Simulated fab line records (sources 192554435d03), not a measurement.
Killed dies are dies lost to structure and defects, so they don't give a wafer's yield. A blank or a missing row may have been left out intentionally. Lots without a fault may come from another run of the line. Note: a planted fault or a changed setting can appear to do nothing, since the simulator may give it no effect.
Which tool did it? / flow n5-finfet / Sampling: 24 lots, 72 wafers, 2 of 1938 route steps

## WHAT EACH GAUGE READ, for each wafer
N5_BEOL_M9_THK_MEAS_01.
lot=L074; measured=day 9 20:09; on=film-metro-02; M9_ILD_THK (nm)=263 267 269
lot=L077; measured=day 10 12:20; on=film-metro-02; M9_ILD_THK (nm)=268 270 274
lot=L075; measured=day 10 16:39; on=film-metro-01; M9_ILD_THK (nm)=267 266 272
lot=L079; measured=day 10 21:52; on=film-metro-02; M9_ILD_THK (nm)=268 266 271
lot=L076; measured=day 10 23:03; on=film-metro-02; M9_ILD_THK (nm)=266 268 270
lot=L078; measured=day 10 22:20; on=film-metro-01; M9_ILD_THK (nm)=263 269 268
lot=L081; measured=day 12 08:52; on=film-metro-02; M9_ILD_THK (nm)=280 273 271
lot=L082; measured=day 12 09:07; on=film-metro-01; M9_ILD_THK (nm)=262 261 268
lot=L083; measured=day 12 13:28; on=film-metro-02; M9_ILD_THK (nm)=267 269 270
lot=L080; measured=day 12 13:52; on=film-metro-01; M9_ILD_THK (nm)=265 268 272
lot=L084; measured=day 12 15:27; on=film-metro-02; M9_ILD_THK (nm)=267 270 271
lot=L085; measured=day 12 20:01; on=film-metro-02; M9_ILD_THK (nm)=264 266 274
lot=L086; measured=day 13 08:32; on=film-metro-02; M9_ILD_THK (nm)=264 269 267
lot=L090; measured=day 13 19:56; on=film-metro-02; M9_ILD_THK (nm)=270 266 274
lot=L087; measured=day 14 10:34; on=film-metro-02; M9_ILD_THK (nm)=264 273 271
lot=L088; measured=day 14 13:16; on=film-metro-01; M9_ILD_THK (nm)=266 265 271
lot=L089; measured=day 14 17:57; on=film-metro-02; M9_ILD_THK (nm)=266 270 271
lot=L091; measured=day 14 19:49; on=film-metro-01; M9_ILD_THK (nm)=268 272 269
lot=L092; measured=day 15 19:03; on=film-metro-01; M9_ILD_THK (nm)=269 269 265
lot=L094; measured=day 16 08:12; on=film-metro-02; M9_ILD_THK (nm)=269 269 276
lot=L097; measured=day 16 15:06; on=film-metro-02; M9_ILD_THK (nm)=265 270 267
lot=L093; measured=day 16 15:35; on=film-metro-02; M9_ILD_THK (nm)=265 269 270
lot=L096; measured=day 16 20:57; on=film-metro-01; M9_ILD_THK (nm)=272 271 273
lot=L095; measured=day 17 01:08; on=film-metro-01; M9_ILD_THK (nm)=268 269 268

## WHAT TOOL EACH LOT RAN ON (gives the tool, then ch and the chambers of the sampled wafers, and finally the start)
lot=L074; N5_BEOL_M8_ETCH_65=rie-diel-04 ch 0,3, day 9 16:38
lot=L077; N5_BEOL_M8_ETCH_65=rie-diel-04 ch 1,2, day 10 08:04
lot=L075; N5_BEOL_M8_ETCH_65=rie-diel-04 ch 0,3, day 10 11:14
lot=L079; N5_BEOL_M8_ETCH_65=rie-diel-04 ch 2,3, day 10 18:13
lot=L076; N5_BEOL_M8_ETCH_65=rie-diel-04 ch 2,3, day 10 18:43
lot=L078; N5_BEOL_M8_ETCH_65=rie-diel-01 ch 0,1,3, day 10 18:47
lot=L081; N5_BEOL_M8_ETCH_65=rie-diel-03 ch 0,3, day 12 05:29
lot=L082; N5_BEOL_M8_ETCH_65=rie-diel-01 ch 0,2,3, day 12 05:31
lot=L083; N5_BEOL_M8_ETCH_65=rie-diel-01 ch 0,2,3, day 12 09:59
lot=L080; N5_BEOL_M8_ETCH_65=rie-diel-03 ch 1,2,3, day 12 10:02
lot=L084; N5_BEOL_M8_ETCH_65=rie-diel-03 ch 0,2,3, day 12 12:00
lot=L085; N5_BEOL_M8_ETCH_65=rie-diel-01 ch 0,3, day 12 15:23
lot=L086; N5_BEOL_M8_ETCH_65=rie-diel-04 ch 0,1,3, day 13 03:13
lot=L090; N5_BEOL_M8_ETCH_65=rie-diel-01 ch 1,3, day 13 16:07
lot=L087; N5_BEOL_M8_ETCH_65=rie-diel-03 ch 0,1,2, day 14 06:28
lot=L088; N5_BEOL_M8_ETCH_65=rie-diel-01 ch 1,2,3, day 14 09:17
lot=L089; N5_BEOL_M8_ETCH_65=rie-diel-03 ch 1,2,3, day 14 12:59
lot=L091; N5_BEOL_M8_ETCH_65=rie-diel-03 ch 0,1,3, day 14 15:53
lot=L092; N5_BEOL_M8_ETCH_65=rie-diel-01 ch 0,1,2, day 15 13:58
lot=L094; N5_BEOL_M8_ETCH_65=rie-diel-01 ch 1,2,3, day 16 03:13
lot=L097; N5_BEOL_M8_ETCH_65=rie-diel-01 ch 0,1, day 16 09:53
lot=L093; N5_BEOL_M8_ETCH_65=rie-diel-04 ch 1,2,3, day 16 10:12
lot=L096; N5_BEOL_M8_ETCH_65=rie-diel-04 ch 0,1,3, day 16 16:15
lot=L095; N5_BEOL_M8_ETCH_65=rie-diel-01 ch 1,3, day 16 21:03
- N5_BEOL_M8_ETCH_65: etches SiARC in CF4, target depth 15.6 nm, time 26 s.

## AS READ BY THE TOOLS THEMSELVES (means over the sampled wafers that have a number; for cases with no such wafer, the mark the record gives instead)
N5_BEOL_M8_ETCH_65.
lot=L074; tool=rie-diel-04; bias-w (W)=35.92; drypump-motor-current-A (A)=5.43; etch-rf-on-time-s (s)=26.6; oes-product-au (a.u.)=0.61; rf-vpp-V (V)=184.8; showerhead-plenum-p-Torr (Torr)=2.12; throttle-valve-pct (%)=15.60
lot=L077; tool=rie-diel-04; bias-w (W)=35.81; drypump-motor-current-A (A)=5.57; etch-rf-on-time-s (s)=25.8; oes-product-au (a.u.)=0.74; rf-vpp-V (V)=183.2; showerhead-plenum-p-Torr (Torr)=2.09; throttle-valve-pct (%)=15.33
lot=L075; tool=rie-diel-04; bias-w (W)=36.04; drypump-motor-current-A (A)=5.42; etch-rf-on-time-s (s)=26.8; oes-product-au (a.u.)=0.60; rf-vpp-V (V)=183.7; showerhead-plenum-p-Torr (Torr)=2.11; throttle-valve-pct (%)=15.60
lot=L079; tool=rie-diel-04; bias-w (W)=35.98; drypump-motor-current-A (A)=5.28; etch-rf-on-time-s (s)=25.7; oes-product-au (a.u.)=0.68; rf-vpp-V (V)=183.2; showerhead-plenum-p-Torr (Torr)=2.12; throttle-valve-pct (%)=15.47
lot=L076; tool=rie-diel-04; bias-w (W)=35.98; drypump-motor-current-A (A)=5.27; etch-rf-on-time-s (s)=25.7; oes-product-au (a.u.)=0.68; rf-vpp-V (V)=183.5; showerhead-plenum-p-Torr (Torr)=2.12; throttle-valve-pct (%)=15.46
lot=L078; tool=rie-diel-01; bias-w (W)=35.91; drypump-motor-current-A (A)=5.40; etch-rf-on-time-s (s)=26.4; oes-product-au (a.u.)=0.63; rf-vpp-V (V)=183.3; showerhead-plenum-p-Torr (Torr)=2.09; throttle-valve-pct (%)=15.57
lot=L081; tool=rie-diel-03; bias-w (W)=36.06; drypump-motor-current-A (A)=5.70; etch-rf-on-time-s (s)=25.8; oes-product-au (a.u.)=0.72; rf-vpp-V (V)=185.0; showerhead-plenum-p-Torr (Torr)=2.16; throttle-valve-pct (%)=15.20
lot=L082; tool=rie-diel-01; bias-w (W)=36.05; drypump-motor-current-A (A)=5.45; etch-rf-on-time-s (s)=26.6; oes-product-au (a.u.)=0.63; rf-vpp-V (V)=183.8; showerhead-plenum-p-Torr (Torr)=2.10; throttle-valve-pct (%)=15.64
lot=L083; tool=rie-diel-01; bias-w (W)=36.02; drypump-motor-current-A (A)=5.44; etch-rf-on-time-s (s)=26.2; oes-product-au (a.u.)=0.64; rf-vpp-V (V)=183.0; showerhead-plenum-p-Torr (Torr)=2.10; throttle-valve-pct (%)=15.64
lot=L080; tool=rie-diel-03; bias-w (W)=35.97; drypump-motor-current-A (A)=5.40; etch-rf-on-time-s (s)=24.7; oes-product-au (a.u.)=0.76; rf-vpp-V (V)=183.9; showerhead-plenum-p-Torr (Torr)=2.21; throttle-valve-pct (%)=15.55
lot=L084; tool=rie-diel-03; bias-w (W)=35.96; drypump-motor-current-A (A)=5.39; etch-rf-on-time-s (s)=25.4; oes-product-au (a.u.)=0.73; rf-vpp-V (V)=185.3; showerhead-plenum-p-Torr (Torr)=2.20; throttle-valve-pct (%)=15.40
lot=L085; tool=rie-diel-01; bias-w (W)=36.11; drypump-motor-current-A (A)=5.27; etch-rf-on-time-s (s)=26.4; oes-product-au (a.u.)=0.66; rf-vpp-V (V)=184.2; showerhead-plenum-p-Torr (Torr)=2.11; throttle-valve-pct (%)=15.53
lot=L086; tool=rie-diel-04; bias-w (W)=36.00; drypump-motor-current-A (A)=5.54; etch-rf-on-time-s (s)=25.8; oes-product-au (a.u.)=0.59; rf-vpp-V (V)=184.1; showerhead-plenum-p-Torr (Torr)=2.08; throttle-valve-pct (%)=15.68
lot=L090; tool=rie-diel-01; bias-w (W)=35.97; drypump-motor-current-A (A)=5.37; etch-rf-on-time-s (s)=25.6; oes-product-au (a.u.)=0.74; rf-vpp-V (V)=183.8; showerhead-plenum-p-Torr (Torr)=2.13; throttle-valve-pct (%)=15.38
lot=L087; tool=rie-diel-03; bias-w (W)=36.03; drypump-motor-current-A (A)=5.54; etch-rf-on-time-s (s)=25.0; oes-product-au (a.u.)=0.75; rf-vpp-V (V)=183.7; showerhead-plenum-p-Torr (Torr)=2.21; throttle-valve-pct (%)=15.40
lot=L088; tool=rie-diel-01; bias-w (W)=36.01; drypump-motor-current-A (A)=5.54; etch-rf-on-time-s (s)=26.1; oes-product-au (a.u.)=0.70; rf-vpp-V (V)=184.3; showerhead-plenum-p-Torr (Torr)=2.12; throttle-valve-pct (%)=15.50
lot=L089; tool=rie-diel-03; bias-w (W)=35.98; drypump-motor-current-A (A)=5.40; etch-rf-on-time-s (s)=25.1; oes-product-au (a.u.)=0.73; rf-vpp-V (V)=183.5; showerhead-plenum-p-Torr (Torr)=2.20; throttle-valve-pct (%)=15.58
lot=L091; tool=rie-diel-03; bias-w (W)=36.00; drypump-motor-current-A (A)=5.70; etch-rf-on-time-s (s)=25.3; oes-product-au (a.u.)=0.73; rf-vpp-V (V)=183.8; showerhead-plenum-p-Torr (Torr)=2.17; throttle-valve-pct (%)=15.39
lot=L092; tool=rie-diel-01; bias-w (W)=35.93; drypump-motor-current-A (A)=5.59; etch-rf-on-time-s (s)=26.2; oes-product-au (a.u.)=0.72; rf-vpp-V (V)=185.5; showerhead-plenum-p-Torr (Torr)=2.16; throttle-valve-pct (%)=15.42
lot=L094; tool=rie-diel-01; bias-w (W)=36.05; drypump-motor-current-A (A)=5.55; etch-rf-on-time-s (s)=26.0; oes-product-au (a.u.)=0.68; rf-vpp-V (V)=183.5; showerhead-plenum-p-Torr (Torr)=2.12; throttle-valve-pct (%)=15.54
lot=L097; tool=rie-diel-01; bias-w (W)=35.99; drypump-motor-current-A (A)=5.53; etch-rf-on-time-s (s)=26.0; oes-product-au (a.u.)=0.76; rf-vpp-V (V)=184.8; showerhead-plenum-p-Torr (Torr)=2.23; throttle-valve-pct (%)=15.21
lot=L093; tool=rie-diel-04; bias-w (W)=36.05; drypump-motor-current-A (A)=5.52; etch-rf-on-time-s (s)=25.7; oes-product-au (a.u.)=0.70; rf-vpp-V (V)=182.8; showerhead-plenum-p-Torr (Torr)=2.16; throttle-valve-pct (%)=15.42
lot=L096; tool=rie-diel-04; bias-w (W)=35.97; drypump-motor-current-A (A)=5.55; etch-rf-on-time-s (s)=26.1; oes-product-au (a.u.)=0.71; rf-vpp-V (V)=184.5; showerhead-plenum-p-Torr (Torr)=2.16; throttle-valve-pct (%)=15.40
lot=L095; tool=rie-diel-01; bias-w (W)=35.93; drypump-motor-current-A (A)=5.52; etch-rf-on-time-s (s)=26.0; oes-product-au (a.u.)=0.73; rf-vpp-V (V)=184.2; showerhead-plenum-p-Torr (Torr)=2.19; throttle-valve-pct (%)=15.33

## THE ANSWER, worked out from the rows above alone
Rule: the lots themselves supply what counts as usual. Put in order of their means at a reading, lots are off if they are a third of the lots or fewer, leave a main group of 4 or more, and stand apart from it by a gap of 3 or more times the standard deviation of the main group's means; of several such gaps the widest counts. If all means in a main group match to the digits the tables above print for the reading, that group is not used. A lot without any number at a reading at which 4 lots or more have one is off too. Any other lot the step has rows for is counted as sound. First the gauges in route order, then the tools' own readings, where a lot's mean is used as printed above. The first step at which some lot is off is used, and at that step the reading that is off furthest; a lot without a number counts as furthest.
None of the lots is off at any reading shown; this tells nothing.

## WHAT THE SIMULATOR PUT IN
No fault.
